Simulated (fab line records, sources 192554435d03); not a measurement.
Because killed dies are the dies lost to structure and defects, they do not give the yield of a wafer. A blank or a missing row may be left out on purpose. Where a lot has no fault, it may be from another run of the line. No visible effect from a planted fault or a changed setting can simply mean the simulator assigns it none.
Chamber matching -- flow n5 finfet -- cvd co-02 running N5_BEOL_M1_CO_CAP_55: 3 sister chambers
The step material Co, precursor CCTBA/H2, target thk 2 nm, time 102.1 s. 42 wafers are shown with their chamber, then 12 later ones without.

== WAFERS, EACH WITH ITS CHAMBER ==
wafer,chamber,heater power w (W)
L074.1,2,222
L074.3,2,229
L074.5,0,215
L075.1,2,229
L075.2,0,210
L075.3,1,241
L075.4,1,233
L075.5,2,233
L075.6,0,213
L077.2,1,231
L077.5,1,230
L077.6,0,213
L076.1,2,226
L076.3,0,215
L076.4,2,236
L078.2,2,226
L078.3,1,232
L078.6,2,234
L079.1,2,231
L079.5,0,215
L079.6,2,226
L083.1,2,234
L083.4,2,236
L083.5,0,215
L080.1,0,212
L080.4,0,210
L080.6,1,233
L086.3,0,209
L086.4,1,236
L086.5,0,210
L087.2,2,230
L087.4,1,233
L087.6,2,230
L089.2,0,212
L089.3,2,235
L089.5,2,229
L088.3,2,233
L088.5,0,208
L088.6,1,231
L090.1,0,218
L090.4,0,215
L090.6,2,231

SIGNATURES (means of the wafers above)
reading,chamber 0,chamber 1,chamber 2,scatter within a chamber
heater power w,212.67,233.33,230.56,3.44
Rule: a wafer lies at a distance from a chamber equal to the root of the sum of squares, over the readings, of (its reading less the chamber's mean, divided by the reading's scatter). If the next closest chamber is less than 2 further off than the closest, the wafer can't be placed; otherwise it belongs to the closest. The scatter: the root of (the sum of the squares of (reading less its chamber's mean) over the shown wafers, divided by (wafers less chambers)).

== WAFERS WHOSE CHAMBER IS MISSING ==
wafer,heater power w (W)
L092.3,235
L092.5,235
L092.6,210
L091.1,230
L091.2,238
L091.6,234
L095.2,235
L095.5,225
L095.6,232
L094.2,208
L094.3,240
L094.6,227

== WHICH CHAMBER EACH ONE RAN IN ==
wafer,from the rows above,in truth
L092.3,can't be placed: 1 or 2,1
L092.5,can't be placed: 1 or 2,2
L092.6,0,0
L091.1,can't be placed: 2 or 1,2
L091.2,can't be placed: 1 or 2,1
L091.6,can't be placed: 1 or 2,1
L095.2,can't be placed: 1 or 2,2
L095.5,can't be placed: 2 or 1 or 0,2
L095.6,can't be placed: 1 or 2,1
L094.2,0,0
L094.3,can't be placed: 1 or 2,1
L094.6,can't be placed: 2 or 1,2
Placed correctly: 2 of 12. Cannot be placed on the basis of these rows: 10; the candidates contain the true chamber in 10. 0 placed wrongly.
